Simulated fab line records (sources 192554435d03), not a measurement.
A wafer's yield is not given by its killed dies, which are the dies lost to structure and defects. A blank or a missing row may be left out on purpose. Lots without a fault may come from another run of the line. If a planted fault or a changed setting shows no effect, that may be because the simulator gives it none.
Split-lot trial -- flow n5-finfet -- 7 lots, 39 wafers read, on a route of 1938 steps

== SPLIT DETAILS ==
At N5_BEOL_M7_ILD_DEP_00 (deposits SiCOH lowk from DEMS/porogen, target thk 179.75 nm, time 33.4 s), the setting target-thk-a was moved away from the recipe's 1797.5 angstrom on 15 of the 39 wafers read, by -53.7% to +51.5%. For the rest of the wafers, this setting stayed at what the recipe calls for.

== FROM THE SPLIT ON TO THE READING: in between, the file shows 1 step ==
- N5_BEOL_M7_CURE_74: cures SiCOH lowk, time 240 s

== THE READING ==
At N5_BEOL_M7_THK_MEAS_01: M7_ILD_THK, given in nm. A value of 155.6 nm with a standard deviation of 2.5 nm is what fault-free wafers of this fab line usually give.

wafer,"tool, chamber at the split","target-thk-a as run, angstrom",against the recipe,"M7_ILD_THK, nm",against lot-mates on the recipe
L078.1,"pecvd-03, 2",2723,+51.5%,234.9,+79.8
L078.2,"pecvd-03, 0",1797.5,recipe,153.2,-
L078.3,"pecvd-03, 1",1797.5,recipe,155.4,-
L078.4,"pecvd-03, 2",2723,+51.5%,239.5,+84.4
L078.5,"pecvd-03, 0",2723,+51.5%,237.1,+82.0
L078.6,"pecvd-03, 1",1797.5,recipe,156.7,-
L081.1,"pecvd-03, 1",1359,-24.4%,115.2,-40.1
L081.2,"pecvd-03, 2",1797.5,recipe,156.2,-
L081.3,"pecvd-03, 0",1359,-24.4%,114.5,-40.8
L081.4,"pecvd-03, 0",1797.5,recipe,154.3,-
L081.5,"pecvd-03, 1",1359,-24.4%,115.2,-40.1
L081.6,"pecvd-03, 2",1797.5,recipe,155.5,-
L080.1,"pecvd-01, 1",842.5,-53.1%,71.9,-84.9
L080.2,"pecvd-01, 2",842.5,-53.1%,72.6,-84.2
L080.3,"pecvd-01, 0",842.5,-53.1%,75.0,-81.8
L080.4,"pecvd-01, 0",1797.5,recipe,160.2,-
L080.5,"pecvd-01, 2",1797.5,recipe,154.3,-
L080.6,"pecvd-01, 1",1797.5,recipe,156.0,-
L079.1,"pecvd-01, 1",1219,-32.2%,103.1,-52.2
L079.2,"pecvd-01, 2",1797.5,recipe,151.7,-
L079.3,"pecvd-01, 0",1219,-32.2%,106.9,-48.4
L079.4,"pecvd-01, 1",1797.5,recipe,156.9,-
L079.5,"pecvd-01, 2",1797.5,recipe,157.3,-
L079.6,"pecvd-01, 0",1219,-32.2%,108.0,-47.3
L083.1,"pecvd-03, 1",1797.5,recipe,153.2,-
L083.2,"pecvd-03, 2",1797.5,recipe,152.5,-
L083.6,"pecvd-03, 1",1797.5,recipe,154.2,-
L097.1,"pecvd-01, 2",1797.5,recipe,157.6,-
L097.2,"pecvd-01, 1",1797.5,recipe,156.0,-
L097.3,"pecvd-01, 0",1797.5,recipe,159.0,-
L097.4,"pecvd-01, 1",1797.5,recipe,156.3,-
L097.5,"pecvd-01, 2",1797.5,recipe,159.8,-
L097.6,"pecvd-01, 0",1797.5,recipe,160.3,-
L096.1,"pecvd-03, 0",832.9,-53.7%,65.9,-87.0
L096.2,"pecvd-03, 2",832.9,-53.7%,68.3,-84.6
L096.3,"pecvd-03, 1",1797.5,recipe,150.8,-
L096.4,"pecvd-03, 1",1797.5,recipe,153.2,-
L096.5,"pecvd-03, 0",832.9,-53.7%,69.0,-83.9
L096.6,"pecvd-03, 2",1797.5,recipe,154.8,-

THE FIT
A straight line over all 39 wafers: M7_ILD_THK changes by +1.59 nm for each +1% of target-thk-a; r = +1.00; the points scatter about the line by 2.5 nm.
The same after taking each lot's own level away (the mean of its wafers on the recipe; 39 wafers): +1.58 nm for each +1%; r = +1.00; scatter 1.8 nm.
On that fit, the largest move of target-thk-a shifts the reading by 85 nm.
The lots' own levels span 152.93 to 158.17 nm, that is 2.1 times the standard deviation above.
Hence the lot-to-lot level has little effect on the slope; both slopes agree.
Check: for one of the wafers moved furthest among these (-53.7%), held out of the fit, the line's prediction against its lot-mates is -84.7 nm. It came out at -87 nm against them.

== ADDITIONAL SPLITS CARRIED BY THESE WAFERS ==
These wafers also went through other splits before the reading. Each is held against what the fit with the lots' levels taken away leaves over:
other split on the same wafers,wafers away from the commonest value,r with M7_ILD_THK (lot level and that fit taken away)
N5_BEOL_M2_TRENCH_ETCH_37 target-depth-a,12,-0.03

== THE WHOLE CHAIN: every reading that the file lists as answering this split, in the file's order ==
step,what it does,reading,change (the file's fit),r (the file's)
N5_BEOL_M7_ILD_DEP_00,"deposits SiCOH lowk from DEMS/porogen, target thk 179.75 nm, time 33.4 s","SiCOH_lowk_of_BEOL_M7_ILD_DEP_00.thk-nm (the simulator's own value, which no gauge read)",+1.82 nm for each +1% of the setting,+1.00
N5_BEOL_M7_CURE_74,"cures SiCOH lowk, time 240 s","SiCOH_lowk_of_BEOL_M7_ILD_DEP_00.thk-nm (the simulator's own value, which no gauge read)",+1.59 nm for each +1% of the setting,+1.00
N5_BEOL_M7_THK_MEAS_01,,M7_ILD_THK,+1.58 for each +1% of the setting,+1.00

== THE FILE'S OWN FIT ==
M7_ILD_THK changes by +1.58 nm for each +1% of target-thk-a, r = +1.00.
